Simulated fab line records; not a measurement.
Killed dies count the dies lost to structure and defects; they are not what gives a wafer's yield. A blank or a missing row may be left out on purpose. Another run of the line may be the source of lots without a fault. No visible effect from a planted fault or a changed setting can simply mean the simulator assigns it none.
Chamber matching / flow n5Finfet / 4 sister chambers for N5_FIN_SAQP_ETCH_67 on rieDiel-01
The step etches SiNx in CH3F/O2, target depth 30 nm. 16 wafers are shown with their chamber, then 8 later ones without.

== WAFERS WITH THEIR CHAMBER ==
wafer=L075.3; chamber=1; showerheadPlenumPTorr (Torr)=1.93; throttleValvePct (%)=16.27; rfVppV (V)=294
wafer=L075.4; chamber=2; showerheadPlenumPTorr (Torr)=1.90; throttleValvePct (%)=16.71; rfVppV (V)=292
wafer=L075.6; chamber=1; showerheadPlenumPTorr (Torr)=1.93; throttleValvePct (%)=16.29; rfVppV (V)=295
wafer=L076.1; chamber=3; showerheadPlenumPTorr (Torr)=2.09; throttleValvePct (%)=16.30; rfVppV (V)=317
wafer=L076.2; chamber=1; showerheadPlenumPTorr (Torr)=1.92; throttleValvePct (%)=16.28; rfVppV (V)=294
wafer=L076.4; chamber=2; showerheadPlenumPTorr (Torr)=1.90; throttleValvePct (%)=16.73; rfVppV (V)=292
wafer=L079.1; chamber=1; showerheadPlenumPTorr (Torr)=1.92; throttleValvePct (%)=16.29; rfVppV (V)=295
wafer=L079.2; chamber=3; showerheadPlenumPTorr (Torr)=2.08; throttleValvePct (%)=16.30; rfVppV (V)=318
wafer=L079.6; chamber=3; showerheadPlenumPTorr (Torr)=2.08; throttleValvePct (%)=16.29; rfVppV (V)=318
wafer=L080.1; chamber=1; showerheadPlenumPTorr (Torr)=1.92; throttleValvePct (%)=16.30; rfVppV (V)=294
wafer=L080.2; chamber=3; showerheadPlenumPTorr (Torr)=2.08; throttleValvePct (%)=16.31; rfVppV (V)=318
wafer=L080.4; chamber=2; showerheadPlenumPTorr (Torr)=1.90; throttleValvePct (%)=16.72; rfVppV (V)=293
wafer=L082.1; chamber=3; showerheadPlenumPTorr (Torr)=2.08; throttleValvePct (%)=16.32; rfVppV (V)=318
wafer=L082.2; chamber=2; showerheadPlenumPTorr (Torr)=1.90; throttleValvePct (%)=16.73; rfVppV (V)=294
wafer=L082.6; chamber=0; showerheadPlenumPTorr (Torr)=2.06; throttleValvePct (%)=16.14; rfVppV (V)=299
wafer=L083.1; chamber=2; showerheadPlenumPTorr (Torr)=1.90; throttleValvePct (%)=16.74; rfVppV (V)=293

SIGNATURES, as means of the wafers listed above
reading=showerheadPlenumPTorr; chamber 0=2.0600; chamber 1=1.9240; chamber 2=1.9000; chamber 3=2.0820; scatter within a chamber=0.00408
reading=throttleValvePct; chamber 0=16.1400; chamber 1=16.2860; chamber 2=16.7260; chamber 3=16.3040; scatter within a chamber=0.0114
reading=rfVppV; chamber 0=299.00; chamber 1=294.40; chamber 2=292.80; chamber 3=317.80; scatter within a chamber=0.632
Rule: for a wafer and a chamber, the distance is found by dividing, reading by reading, the gap between the wafer's reading and the chamber's mean by the reading's scatter, squaring, summing and taking the root. If the next closest chamber is less than 2 further off than the closest, the wafer can't be placed; otherwise it belongs to the closest. How the scatter is found: for the shown wafers, subtract from each reading the mean of its chamber, square and add these, divide the total by (wafers less chambers), then take the root.

== WAFERS WITH NO CHAMBER GIVEN ==
wafer=L083.2; showerheadPlenumPTorr (Torr)=2.06; throttleValvePct (%)=16.13; rfVppV (V)=298
wafer=L083.5; showerheadPlenumPTorr (Torr)=2.06; throttleValvePct (%)=16.16; rfVppV (V)=300
wafer=L085.1; showerheadPlenumPTorr (Torr)=1.92; throttleValvePct (%)=16.33; rfVppV (V)=294
wafer=L085.3; showerheadPlenumPTorr (Torr)=2.06; throttleValvePct (%)=16.14; rfVppV (V)=298
wafer=L085.5; showerheadPlenumPTorr (Torr)=1.92; throttleValvePct (%)=16.33; rfVppV (V)=293
wafer=L086.1; showerheadPlenumPTorr (Torr)=2.08; throttleValvePct (%)=16.33; rfVppV (V)=317
wafer=L086.4; showerheadPlenumPTorr (Torr)=1.92; throttleValvePct (%)=16.32; rfVppV (V)=295
wafer=L086.5; showerheadPlenumPTorr (Torr)=1.89; throttleValvePct (%)=16.76; rfVppV (V)=292

== WHICH CHAMBER EACH WENT THROUGH ==
wafer=L083.2; from the rows above=0; in truth=0
wafer=L083.5; from the rows above=0; in truth=0
wafer=L085.1; from the rows above=1; in truth=1
wafer=L085.3; from the rows above=0; in truth=0
wafer=L085.5; from the rows above=1; in truth=1
wafer=L086.1; from the rows above=3; in truth=3
wafer=L086.4; from the rows above=1; in truth=1
wafer=L086.5; from the rows above=2; in truth=2
Placed correctly: 8 of 8. Can't be placed from these rows: 0. Number placed wrongly: 0.
